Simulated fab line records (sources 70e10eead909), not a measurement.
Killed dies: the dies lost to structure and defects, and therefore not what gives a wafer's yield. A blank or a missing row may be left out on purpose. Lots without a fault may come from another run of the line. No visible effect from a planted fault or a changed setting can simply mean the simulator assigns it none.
Matching of chambers | flow nand_harc | 3 sister chambers for NHARC_A_SGD_CUT_DEP_00 on pecvd-02
The step deposits SiNx, target thk 50 nm. 6 wafers are shown with their chamber, then 9 later ones without.

## WAFERS PAIRED WITH THEIR CHAMBERS
wafer  | chamber | heater_power_w (W)
L658.1 | 0       | 591
L658.2 | 2       | 740
L661.5 | 0       | 577
L663.1 | 1       | 642
L663.2 | 2       | 792
L663.6 | 1       | 654

## WAFERS WITHOUT THEIR CHAMBER
wafer  | heater_power_w (W)
L669.2 | 614
L669.5 | 642
L669.6 | 669
L673.1 | 717
L673.2 | 741
L673.6 | 495
L674.2 | 739
L674.5 | 554
L674.6 | 700

## WHICH CHAMBER EACH WENT THROUGH
wafer  | from the rows above     | in truth
L669.2 | can't be placed: 0 or 1 | 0
L669.5 | 1                       | 1
L669.6 | 1                       | 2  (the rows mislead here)
L673.1 | can't be placed: 2 or 1 | 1
L673.2 | 2                       | 2
L673.6 | 0                       | 0
L674.2 | 2                       | 2
L674.5 | 0                       | 0
L674.6 | can't be placed: 1 or 2 | 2
5 of 9 placed correctly. From these rows, 3 cannot be placed; in 3 the true chamber is one of the candidates. Placed wrongly: 1.
How it was worked out, from the rows above alone: a wafer's distance from a chamber is the root of the sum, over the readings, of the square of ((its reading less the chamber's mean) divided by the reading's scatter). If the next closest chamber is less than 2 further off than the closest, the wafer can't be placed; otherwise it belongs to the closest. For every chamber, the mean is computed from those of its wafers that are shown. The scatter is the square root of a quotient: the sum, over the shown wafers, of each reading's squared deviation from its chamber's mean, divided by wafers minus chambers.
